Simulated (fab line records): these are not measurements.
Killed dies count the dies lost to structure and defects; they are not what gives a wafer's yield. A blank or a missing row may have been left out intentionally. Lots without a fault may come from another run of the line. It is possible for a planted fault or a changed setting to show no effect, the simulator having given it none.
Matching of chambers ; flow nand_harc ; NHARC_P_M0_CMP_23 on cmp-02: 4 sister chambers
The step polishes, t overpolish 20 s, target thk 117.53 nm. 8 wafers are shown with their chamber, then 9 later ones without.

== EACH WAFER AND ITS CHAMBER ==
wafer;chamber;motor_current_A (A);time_to_endpoint_s (s)
L082.4;3;11.3;30.5
L084.1;2;11.1;32.7
L086.1;2;10.3;30.8
L086.3;1;13.5;26.2
L086.4;3;11.0;31.2
L085.3;0;11.9;27.6
L085.5;1;14.3;32.4
L085.6;0;11.8;26.3

== WAFERS WITHOUT THEIR CHAMBER ==
wafer;motor_current_A (A);time_to_endpoint_s (s)
L089.1;11.6;29.9
L089.4;11.9;22.6
L089.5;11.6;29.7
L094.1;10.9;32.6
L094.2;13.3;29.9
L094.4;11.2;26.5
L097.2;11.4;30.3
L097.3;11.8;26.4
L097.6;11.3;29.9

== CHAMBER TAKEN BY EACH ==
wafer;from the rows above;in truth
L089.1;can't be placed: 3 or 0 or 2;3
L089.4;0;0
L089.5;can't be placed: 3 or 0 or 2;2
L094.1;can't be placed: 2 or 3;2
L094.2;1;1
L094.4;can't be placed: 0 or 3 or 2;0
L097.2;can't be placed: 3 or 0 or 2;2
L097.3;0;0
L097.6;can't be placed: 3 or 2 or 0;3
Placed correctly: 3 of 9. These rows do not allow placing 6 (true chamber among the candidates in 6). Wrongly placed: 0.
How it was worked out, from the rows above alone: a wafer's distance from a chamber is the root of the sum, over the readings, of the square of ((its reading less the chamber's mean) divided by the reading's scatter). The wafer belongs to the nearest chamber; if the next one is less than 2 further off, it can't be placed. A chamber's mean is the mean of its shown wafers. The scatter: the root of (the sum of the squares of (reading less its chamber's mean) over the shown wafers, divided by (wafers less chambers)).
